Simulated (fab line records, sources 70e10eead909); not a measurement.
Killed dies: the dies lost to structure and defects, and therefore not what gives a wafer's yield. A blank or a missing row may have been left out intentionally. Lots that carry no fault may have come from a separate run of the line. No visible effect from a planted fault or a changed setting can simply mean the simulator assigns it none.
Chamber matching / flow nandHarc / NHARC_A_ZERO_WELL_ETCH_13 on rieSi-05 has 4 sister chambers
The step etches the open film in HBr/Cl2, target depth 120 nm, time 40.1 s. 4 wafers are shown with their chamber, then 7 later ones without.

WAFERS PAIRED WITH THEIR CHAMBERS
wafer=L967.4; chamber=3; drypumpMotorCurrentA (A)=5.3
wafer=L967.6; chamber=2; drypumpMotorCurrentA (A)=6.2
wafer=L975.1; chamber=1; drypumpMotorCurrentA (A)=6.4
wafer=L975.2; chamber=0; drypumpMotorCurrentA (A)=6.2

WAFERS WITH NO CHAMBER GIVEN
wafer=L975.3; drypumpMotorCurrentA (A)=6.2
wafer=L984.1; drypumpMotorCurrentA (A)=6.3
wafer=L984.2; drypumpMotorCurrentA (A)=6.2
wafer=L984.5; drypumpMotorCurrentA (A)=6.2
wafer=L985.1; drypumpMotorCurrentA (A)=5.3
wafer=L985.3; drypumpMotorCurrentA (A)=6.4
wafer=L985.6; drypumpMotorCurrentA (A)=6.2

CHAMBER TAKEN BY EACH
wafer=L975.3; from the rows above=can't be placed: 0 or 2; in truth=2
wafer=L984.1; from the rows above=can't be placed: 0 or 2 or 1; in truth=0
wafer=L984.2; from the rows above=can't be placed: 0 or 2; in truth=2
wafer=L984.5; from the rows above=can't be placed: 0 or 2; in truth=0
wafer=L985.1; from the rows above=3; in truth=3
wafer=L985.3; from the rows above=1; in truth=1
wafer=L985.6; from the rows above=can't be placed: 0 or 2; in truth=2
Correctly placed: 2 of 7. From these rows, 5 cannot be placed; in 5 the true chamber is one of the candidates. Wrongly placed: 0.
How it was worked out, from the rows above alone: a wafer's distance from a chamber is the root of the sum, over the readings, of the square of ((its reading less the chamber's mean) divided by the reading's scatter). The wafer belongs to the nearest chamber; if the next one is less than 2 further off, it can't be placed. Each chamber's mean is taken over the wafers shown for it. The scatter: root of mean squared gap, hidden wafer to nearest shown wafer, with one shown wafer a chamber.
